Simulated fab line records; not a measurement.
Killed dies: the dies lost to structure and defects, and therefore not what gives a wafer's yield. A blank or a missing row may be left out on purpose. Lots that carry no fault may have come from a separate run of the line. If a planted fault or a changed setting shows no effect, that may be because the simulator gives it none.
A struck lot beside a sound one || flow n5_finfet || 16 steps out of a route of 1938
Sound: wafers L908.3, L908.5, L908.6. Struck: wafer L913.5. (L913.2 of the same lot was not struck and is left out.) The cause comes at the end.
At each step with rows: each side's tool, then ch and its chambers, then its first start. Under that, the readings that differ: sound wafers || struck wafers || difference of the means || sigmas: that difference in standard deviations of wafers without a fault.
alike: same words and numbers on both sides, and readings whose means sit less than 2 such deviations apart. not compared: any withheld reading, any reading some wafer has no value for, any bound like >300 that may hide the same value, and any number with overlapping values for which the record gives no deviation.
The two part at a step that has a row with sigmas, a row that says differs or no value, or rows on one side only. Non-overlapping numbers with no deviation appear without sigmas and do not part them. A reading missing from all wafers of one side parts the sides only when that side holds two or more wafers.

first, 8 steps without rows for these wafers: N5_SDB_COAT_03 (time 60 s, resist thk 100 nm); N5_SDB_COAT_04 (time 60 s, resist thk 18 nm); N5_SDB_COAT_05 (resist thk 90 nm); N5_SDB_EBR_07; N5_SDB_SOFTBAKE_06 (time 60 s); N5_SDB_EXPOSE_08 (exposes mask SDB); N5_SDB_PEB_09 (peb time 60 s); N5_SDB_DEVELOP_10 (develop time 30 s).
N5_SDB_CD_MEAS_11: target cd 50 nm.
  sound on cd_sem-01 ch 0, day 6 06:46; struck on cd_sem-02 ch 0, day 7 15:41
  alike: cd_nm
N5_SDB_OVL_MEAS_12:
  sound on overlay-01 ch 0, day 6 06:48; struck on overlay-01 ch 0, day 7 15:43
  alike: SDB_OVL
N5_SDB_INSPECT_13: inspects for defects (brightfield).
  sound on defect_inspect-02, day 6 06:49; struck on defect_inspect-01, day 7 15:44
  alike: raw_defect_count
N5_SDB_DESCUM_16: chemistry O2, time 7.9 s.
  sound on rie_diel-02 ch 0,2,3, day 6 06:52; struck on rie_diel-02 ch 0, day 7 15:50
  alike: drypump_motor_current_A, oes_product_au, rf_vpp_V, showerhead_plenum_p_Torr, throttle_valve_pct
  not compared: rf_hours_counter_h
N5_SDB_ETCH_17: etches SiARC in CF4, target depth 23.4 nm, time 39 s.
  sound on rie_diel-02 ch 0,2,3, day 6 06:53; struck on rie_diel-02 ch 0, day 7 15:53
{"reading": "etch_rf_on_time_s (s)", "sound": "39.5 39.3 39.1", "struck": 25.9, "difference": -13.4, "sigmas": -22}
{"reading": "oes_product_au (a.u.)", "sound": "0.62 0.65 0.65", "struck": 0.83, "difference": "+0.19", "sigmas": "+3"}
  alike: drypump_motor_current_A, mfc_ar_sccm, rf_vpp_V, showerhead_plenum_p_Torr, throttle_valve_pct
  not compared: rf_hours_counter_h
N5_SDB_ETCH_18: etches SOC in N2/H2, target depth 100 nm, overetch 20 nm, time 150 s.
  sound on rie_diel-02 ch 0,2,3, day 6 06:56; struck on rie_diel-02 ch 0, day 7 15:55
  alike: drypump_motor_current_A, oes_product_au, rf_vpp_V, showerhead_plenum_p_Torr, throttle_valve_pct
  not compared: rf_hours_counter_h
-- the record jumps here: 4 days lie between the struck wafers' starts before and after (it left off in module SDB and takes up again in module BEOL_M4, whose first step shown is number 1111 of the route) --
N5_BEOL_M4_RC_MEAS_101:
  sound on prober-01 ch 0, day 10 03:21; struck on prober-02 ch 0, day 12 01:05
  alike: DIBL_N, DIBL_P, IOFF_N, IOFF_P, ION_N, ION_P, SS_N, SS_P, VT_N, VT_P
-- a jump in the record: the struck wafers' starts before and after are 4 days apart (it breaks off in module BEOL_M4 and resumes in module PASSIVATION, where the first step shown is number 1936 of the route) --
N5_PASSIVATION_PROBE_49:
  sound on prober-02, day 14 09:31; struck on prober-02, day 16 08:30
  alike: defect_limited_yield, killed_at_M0_to_M3, killed_at_M4_up, killed_at_contacts, killed_at_front_end, killed_at_other, killed_dies, killed_open, killed_short, sort_bin_5_function, sort_bin_6_memory, sort_n_pass, sort_yield_pct

## WHERE THEY PART
Only at N5_SDB_ETCH_17, within this record. Later steps at which nothing parts them and some readings are alike: N5_SDB_ETCH_18, N5_BEOL_M4_RC_MEAS_101, N5_PASSIVATION_PROBE_49.

WHY: the cause the simulator had injected
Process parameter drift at N5_SDB_ETCH_17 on rie_diel-02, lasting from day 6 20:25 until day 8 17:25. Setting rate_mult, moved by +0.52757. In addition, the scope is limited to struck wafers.
